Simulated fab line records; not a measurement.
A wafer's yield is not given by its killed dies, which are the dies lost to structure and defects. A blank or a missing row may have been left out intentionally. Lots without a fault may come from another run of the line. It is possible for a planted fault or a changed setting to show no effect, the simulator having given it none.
Chamber matching + flow nand_harc + 4 sister chambers for NHARC_HYBRID_BOND_ACTIVATE_00 on rie_diel-06
The step chemistry N2, time 60 s. 18 wafers are shown with their chamber, then 9 later ones without.

WAFERS WITH THEIR CHAMBER
| wafer  | chamber | drypump_motor_current_A (A) | rf_vpp_V (V) | oes_product_au (a.u.) |
|--------|---------|-----------------------------|--------------|-----------------------|
| L802.2 | 2       | 5.3                         | 61.9         | 1.008                 |
| L802.3 | 1       | 5.6                         | 64.7         | 0.993                 |
| L802.5 | 2       | 5.3                         | 62.7         | 0.999                 |
| L805.1 | 2       | 5.3                         | 64.5         | 1.012                 |
| L805.2 | 1       | 5.6                         | 63.5         | 1.003                 |
| L805.5 | 3       | 6.2                         | 63.5         | 0.998                 |
| L809.1 | 3       | 6.2                         | 63.2         | 1.005                 |
| L809.4 | 2       | 5.3                         | 63.3         | 1.007                 |
| L809.6 | 2       | 5.3                         | 62.3         | 1.001                 |
| L810.1 | 1       | 5.6                         | 64.2         | 1.004                 |
| L810.2 | 0       | 6.1                         | 64.5         | 0.997                 |
| L810.5 | 3       | 6.2                         | 65.2         | 0.995                 |
| L812.2 | 2       | 5.3                         | 63.8         | 1.012                 |
| L812.4 | 0       | 6.1                         | 64.2         | 1.002                 |
| L812.6 | 3       | 6.2                         | 64.0         | 1.005                 |
| L818.1 | 3       | 6.3                         | 65.1         | 0.993                 |
| L818.3 | 0       | 6.1                         | 64.6         | 0.988                 |
| L818.6 | 2       | 5.3                         | 62.5         | 1.010                 |

SIGNATURES (means of the wafers above)
| reading                 | chamber 0 | chamber 1 | chamber 2 | chamber 3 | scatter within a chamber |
|-------------------------|-----------|-----------|-----------|-----------|--------------------------|
| drypump_motor_current_A | 6.100     | 5.600     | 5.300     | 6.220     | 0.0239                   |
| rf_vpp_V                | 64.433    | 64.133    | 63.000    | 64.200    | 0.809                    |
| oes_product_au          | 0.99567   | 1.00000   | 1.00700   | 0.99920   | 0.00573                  |
Rule: for a wafer and a chamber, the distance is found by dividing, reading by reading, the gap between the wafer's reading and the chamber's mean by the reading's scatter, squaring, summing and taking the root. The wafer belongs to the nearest chamber; if the next one is less than 2 further off, it can't be placed. The scatter is the square root of a quotient: the sum, over the shown wafers, of each reading's squared deviation from its chamber's mean, divided by wafers minus chambers.

WAFERS WHOSE CHAMBER IS MISSING
| wafer  | drypump_motor_current_A (A) | rf_vpp_V (V) | oes_product_au (a.u.) |
|--------|-----------------------------|--------------|-----------------------|
| L820.3 | 5.6                         | 63.6         | 0.985                 |
| L820.4 | 5.3                         | 62.0         | 1.009                 |
| L820.6 | 6.2                         | 63.3         | 0.995                 |
| L821.1 | 5.3                         | 62.2         | 1.001                 |
| L821.3 | 6.2                         | 63.8         | 0.986                 |
| L821.5 | 5.6                         | 64.6         | 0.986                 |
| L824.2 | 5.3                         | 63.6         | 0.996                 |
| L824.5 | 5.3                         | 63.4         | 1.004                 |
| L824.6 | 5.7                         | 64.3         | 0.987                 |

CHAMBER TAKEN BY EACH
| wafer  | from the rows above | in truth                   |
|--------|---------------------|----------------------------|
| L820.3 | 1                   | 1                          |
| L820.4 | 2                   | 2                          |
| L820.6 | 3                   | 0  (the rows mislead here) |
| L821.1 | 2                   | 2                          |
| L821.3 | 3                   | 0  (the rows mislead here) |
| L821.5 | 1                   | 1                          |
| L824.2 | 2                   | 2                          |
| L824.5 | 2                   | 2                          |
| L824.6 | 1                   | 1                          |
Placed correctly: 7 of 9. Number that these rows cannot place: 0. Wrongly placed: 2.
